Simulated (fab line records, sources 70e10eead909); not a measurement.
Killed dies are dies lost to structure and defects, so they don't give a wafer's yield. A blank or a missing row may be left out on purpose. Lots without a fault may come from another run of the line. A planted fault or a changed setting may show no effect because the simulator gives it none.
Which tool did it? | flow nand_harc | 11 lots, 31 wafers sampled, at 5 steps of a route of 1302

WHAT THE GAUGES READ, wafer by wafer
NHARC_END_SORT_01.
lot  | measured     | on        | killed_at_array | killed_at_other | killed_at_periphery | killed_dies | killed_open | killed_short
L611 | day 28 21:35 | prober-02 | 95 87 82        | 0 0 1           | 3 2 2               | 98 89 85    | 4 1 4       | 5 1 1
L618 | day 32 17:28 | prober-01 | 48              | 2               | 4                   | 54          | 5           | 1

WHICH TOOL RAN EACH LOT (tool, then ch and the chambers of the sampled wafers, then the start)
lot  | NHARC_A_WL_FILL_ALD_19              | NHARC_A_CONTACT_ETCH_49            | NHARC_A_CONTACT_ETCH_51                       | NHARC_A_CONTACT_ETCH_118
L601 | ald_metal-01 ch 0,1,2, day 21 17:42 | rie_diel-04 ch 0,1,2, day 22 02:30 | rie_diel-04 ch 0,3, day 22 05:25 or earlier   | har_cap_etch-02 ch 0, day 22 05:25
L603 | ald_metal-04 ch 0,2,3, day 21 17:43 | rie_diel-04 ch 1,2,3, day 22 00:46 | rie_diel-04 ch 0,1, day 22 03:39 or earlier   | har_cap_etch-03 ch 0,1, day 22 03:39
L602 | ald_metal-04 ch 0,2,3, day 21 22:38 | rie_diel-03 ch 0,1, day 22 09:23   | rie_diel-03 ch 0,1, day 22 12:39 or earlier   | har_cap_etch-01 ch 0,1, day 22 12:39
L610 | ald_metal-01 ch 1,2, day 25 05:27   | rie_diel-02 ch 1,2,3, day 25 12:19 | rie_diel-02 ch 0,1,3, day 25 15:09 or earlier | har_cap_etch-01 ch 0,1, day 25 15:09
L611 | ald_metal-03 ch 0,2,3, day 25 17:07 | rie_diel-04 ch 1,2,3, day 26 00:01 | rie_diel-04 ch 2,3, day 26 02:51 or earlier   | har_cap_etch-02 ch 0,1, day 26 02:51
L612 | ald_metal-01 ch 0,2,3, day 26 02:16 | rie_diel-04 ch 0,1,2, day 26 11:50 | rie_diel-04 ch 1,2,3, day 26 14:40 or earlier | har_cap_etch-01 ch 0,1, day 26 14:40
L617 | ald_metal-03 ch 1,2, day 28 21:46   | rie_diel-04 ch 0,2, day 29 06:12   | rie_diel-04 ch 0,1,3, day 29 09:01 or earlier | har_cap_etch-03 ch 0,1, day 29 09:01
L618 | ald_metal-01 ch 1,2, day 29 04:21   | rie_diel-04 ch 0,1, day 29 12:18   | rie_diel-04 ch 0,3, day 29 15:11 or earlier   | har_cap_etch-01 ch 0,1, day 29 15:11
L619 | ald_metal-03 ch 0,3, day 29 07:35   | rie_diel-04 ch 2,3, day 29 14:43   | rie_diel-04 ch 0,3, day 29 17:34 or earlier   | har_cap_etch-02 ch 0,1, day 29 17:34
L623 | ald_metal-03 ch 0,1, day 29 23:05   | rie_diel-03 ch 0,2,3, day 30 06:37 | rie_diel-03 ch 1,2,3, day 30 09:36 or earlier | har_cap_etch-02 ch 0,1, day 30 09:36
L624 | ald_metal-04 ch 0,2,3, day 30 11:00 | rie_diel-03 ch 0,1,2, day 30 20:58 | rie_diel-03 ch 0,2,3, day 30 23:52 or earlier | har_cap_etch-01 ch 0,1, day 30 23:52
- NHARC_A_WL_FILL_ALD_19: deposits TiN, target thk 2 nm, pulse time 3 s, ald cycles 100.
- NHARC_A_CONTACT_ETCH_49: etches the open film in N2/H2, target depth 260 nm, time 475.3 s.
- NHARC_A_CONTACT_ETCH_51: etches the open film in O2/COS, target depth 7000 nm, time 1820 s.
- NHARC_A_CONTACT_ETCH_118: etches the open film in C4F8/O2/Ar, time 190 s, target depth 1850 nm.

WHAT THE TOOLS THEMSELVES READ (means of the sampled wafers that have a number; where no wafer has one, the mark that the record gives instead)
NHARC_A_WL_FILL_ALD_19.
lot  | tool         | heater_power_w (W) | precursor_pulse_height_rel
L601 | ald_metal-01 | 1185               | 1.014
L603 | ald_metal-04 | 1102               | 1.021
L602 | ald_metal-04 | 1108               | 0.998
L610 | ald_metal-01 | 1243               | 1.032
L611 | ald_metal-03 | 1053               | 0.997
L612 | ald_metal-01 | 1150               | 0.994
L617 | ald_metal-03 | 984                | 1.006
L618 | ald_metal-01 | 1255               | 1.004
L619 | ald_metal-03 | 1158               | 1.002
L623 | ald_metal-03 | 1269               | 1.018
L624 | ald_metal-04 | 1085               | 0.993

NHARC_A_CONTACT_ETCH_49.
lot  | tool        | bias_w (W) | drypump_motor_current_A (A) | mfc_ar_sccm (sccm) | oes_product_au (a.u.) | rf_vpp_V (V) | run_length_s (s) | showerhead_plenum_p_Torr (Torr) | throttle_valve_pct (%)
L601 | rie_diel-04 | 150.2      | 6.0                         | 0.013              | 0.991                 | 431.4        | 496.8            | 2.06                            | 14.172
L603 | rie_diel-04 | 150.2      | 5.5                         | 0.006              | 0.999                 | 431.3        | 496.7            | 2.07                            | 14.173
L602 | rie_diel-03 | 150.7      | 5.4                         | 0.015              | 0.979                 | 434.5        | 496.6            | 2.20                            | 14.175
L610 | rie_diel-02 | 150.1      | 5.6                         | 0.008              | 1.001                 | 431.3        | 496.9            | 2.11                            | 14.169
L611 | rie_diel-04 | 150.0      | 5.5                         | 0.006              | 0.986                 | 430.8        | 496.8            | 2.07                            | 14.178
L612 | rie_diel-04 | 150.1      | 6.0                         | 0.013              | 1.006                 | 431.3        | 496.7            | 2.06                            | 14.168
L617 | rie_diel-04 | 149.8      | 5.9                         | 0.015              | 1.006                 | 429.9        | 462.8            | 1.99                            | 14.169
L618 | rie_diel-04 | 149.7      | 6.2                         | 0.019              | 0.994                 | 429.4        | 445.3            | 2.02                            | 14.180
L619 | rie_diel-04 | 149.8      | 5.2                         | 0.001              | 1.003                 | 430.5        | 446.1            | 2.03                            | 14.170
L623 | rie_diel-03 | 149.8      | 5.4                         | 0.017              | 0.989                 | 430.2        | 496.1            | 2.07                            | 14.172
L624 | rie_diel-03 | 149.6      | 5.5                         | 0.014              | 0.987                 | 433.2        | 496.6            | 2.13                            | 14.178

NHARC_A_CONTACT_ETCH_51.
lot  | tool        | bias_w (W) | cos_flow_sccm (sccm) | drypump_motor_current_A (A) | mfc_ar_sccm (sccm) | oes_product_au (a.u.) | rf_vpp_V (V) | run_length_s (s) | showerhead_plenum_p_Torr (Torr) | throttle_valve_pct (%)
L601 | rie_diel-04 | 299.9      | 20.02                | 5.7                         | 0.014              | 0.995                 | 311.5        | 1841.5           | 2.97                            | 28.332
L603 | rie_diel-04 | 300.3      | 20.05                | 6.2                         | 0.018              | 0.992                 | 315.0        | 1841.0           | 3.16                            | 28.335
L602 | rie_diel-03 | 300.3      | 20.02                | 5.4                         | 0.015              | 0.977                 | 316.5        | 1841.4           | 3.35                            | 28.337
L610 | rie_diel-02 | 301.0      | 20.02                | 5.6                         | 0.000              | 0.995                 | 317.0        | 1841.3           | 3.27                            | 28.333
L611 | rie_diel-04 | 299.7      | 20.01                | 5.1                         | 0.001              | 0.997                 | 313.4        | 1841.6           | 3.07                            | 28.335
L612 | rie_diel-04 | 300.6      | 20.01                | 5.6                         | 0.006              | 0.994                 | 314.3        | 1841.2           | 3.16                            | 28.331
L617 | rie_diel-04 | 299.8      | 20.02                | 5.7                         | 0.012              | 0.991                 | 312.8        | 1841.2           | 3.06                            | 28.329
L618 | rie_diel-04 | 299.7      | 20.05                | 5.4                         | 0.011              | 1.004                 | 311.7        | 1841.5           | 2.96                            | 28.327
L619 | rie_diel-04 | 300.4      | 20.08                | 5.4                         | 0.011              | 0.998                 | 311.8        | 1841.3           | 2.96                            | 28.325
L623 | rie_diel-03 | 300.9      | 19.98                | 5.6                         | 0.010              | 1.003                 | 314.2        | 1841.1           | 3.15                            | 28.329
L624 | rie_diel-03 | 299.5      | 19.95                | 5.4                         | 0.017              | 0.994                 | 314.1        | 1841.0           | 3.17                            | 28.324

THE ANSWER, worked out from the rows above alone
Rule: what is usual is taken from the lots themselves. Put in order of their means at a reading, lots are off if they are a third of the lots or fewer, leave a main group of 4 or more, and stand apart from it by a gap of 3 or more times the standard deviation of the main group's means; of several such gaps the widest counts. A main group whose means are all the same, to the digits that the tables above print for the reading, isn't used. A lot without any number at a reading at which 4 lots or more have one is off too. The other lots that the step has rows for count as sound. The gauges are gone through in route order, then the tools' own readings, and for those a lot's mean is taken as printed above. The first step at which some lot is off is used, and at that step the reading that is off furthest; a lot without a number counts as furthest.
Off: L617, L618, L619, at NHARC_A_CONTACT_ETCH_49 (run_length_s). The main group: mean 496.6 s, standard deviation 0.23.
A tool fits if, at that step or a process step before it, it ran every lot that is off, and no sound lot after the first of them. One fits: rie_diel-04 at NHARC_A_CONTACT_ETCH_49. Its last sound lot is L612 (day 26 11:50), its first lot that is off L617 (day 29 06:12): a fault that began between those two fits.
The tool's own readings at NHARC_A_CONTACT_ETCH_49 bear it out: on the lots that are off they differ by more than 5 times the standard deviation of the sound lots' means. run_length_s reads 451.4 s there against 496.6 s on the sound lots.

WHAT THE SIMULATOR HAD PUT IN
Process parameter drift: rie_diel-04, from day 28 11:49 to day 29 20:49, at NHARC_A_CONTACT_ETCH_49. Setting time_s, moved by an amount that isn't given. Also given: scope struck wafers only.
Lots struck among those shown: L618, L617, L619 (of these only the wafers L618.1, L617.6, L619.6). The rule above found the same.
